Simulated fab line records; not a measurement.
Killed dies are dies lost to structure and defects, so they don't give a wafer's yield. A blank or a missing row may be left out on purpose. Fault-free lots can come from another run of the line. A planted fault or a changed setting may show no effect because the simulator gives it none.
Which tool did it?	flow nandHarc	6 lots, 18 wafers sampled, at 5 steps of a route of 1302

WHAT THE GAUGES SHOWED, per wafer
NHARC_END_SORT_01.
lot	measured	on	defectLimitedYield (%)
L592	day 28 15:34	prober-02	88.5
L604	day 33 09:45	prober-01	92.6 28.8 88.5

WHAT TOOL EACH LOT RAN ON (gives the tool, then ch and the chambers of the sampled wafers, and finally the start)
lot	NHARC_P_BONDPAD_ECD_18	NHARC_A_BONDPAD_PVD_27	NHARC_THIN_TSV_ETCH_44	NHARC_THIN_TSV_ANNEAL_52
L584	ecdCu-02 ch 0,1, day 7 13:57	pvdSputter-03, day 24 17:26 or earlier	rieDiel-01 ch 0,1,2, day 24 17:26	rtpAnneal-01 ch 0, day 24 21:16
L587	ecdCu-01 ch 0,1, day 8 20:13	pvdSputter-03, day 25 15:22 or earlier	rieDiel-03 ch 0,1,3, day 25 15:22	rtpAnneal-01 ch 0, day 25 19:01
L589	ecdCu-02 ch 0,1, day 9 14:21	pvdSputter-01, day 27 00:22 or earlier	rieDiel-03 ch 0,1,2, day 27 00:22	rtpAnneal-02 ch 0, day 27 04:07
L592	ecdCu-01 ch 0,1, day 10 19:14	pvdSputter-03, day 27 20:55 or earlier	rieDiel-08 ch 0,1, day 27 20:55	rtpAnneal-01 ch 0, day 28 00:47
L596	ecdCu-01 ch 0,1, day 12 18:19	pvdSputter-02, day 29 18:59 or earlier	rieDiel-03 ch 1,2,3, day 29 18:59	rtpAnneal-01 ch 0, day 29 22:41
L604	ecdCu-01 ch 0,1, day 15 20:38	pvdSputter-02, day 32 20:14 or earlier	rieDiel-08 ch 0,2, day 32 20:14	rtpAnneal-01 ch 0, day 33 00:14
- NHARC_P_BONDPAD_ECD_18: material Cu, target thk 400 nm.
- NHARC_A_BONDPAD_PVD_27: deposits Cu, target thk 30 nm, time 20.49 s.
- NHARC_THIN_TSV_ETCH_44: etches the open film in CF4/O2, target depth 1594.2 nm, time 797.1 s.
- NHARC_THIN_TSV_ANNEAL_52: time 90 s.

THE ANSWER, worked out from the rows above alone
Rule: the usual values come from the lots themselves. Put in order of their means at a reading, lots are off if they are a third of the lots or fewer, leave a main group of 4 or more, and stand apart from it by a gap of 3 or more times the standard deviation of the main group's means; of several such gaps the widest counts. A main group is skipped when, at the precision printed for the reading in the tables above, its means are all equal. Also off: a lot with no number at a reading for which 4 or more lots have one. Any other lot the step has rows for is counted as sound.
No lot is off at any reading shown: from this, nothing can be told.

WHAT THE SIMULATOR HAD PUT IN
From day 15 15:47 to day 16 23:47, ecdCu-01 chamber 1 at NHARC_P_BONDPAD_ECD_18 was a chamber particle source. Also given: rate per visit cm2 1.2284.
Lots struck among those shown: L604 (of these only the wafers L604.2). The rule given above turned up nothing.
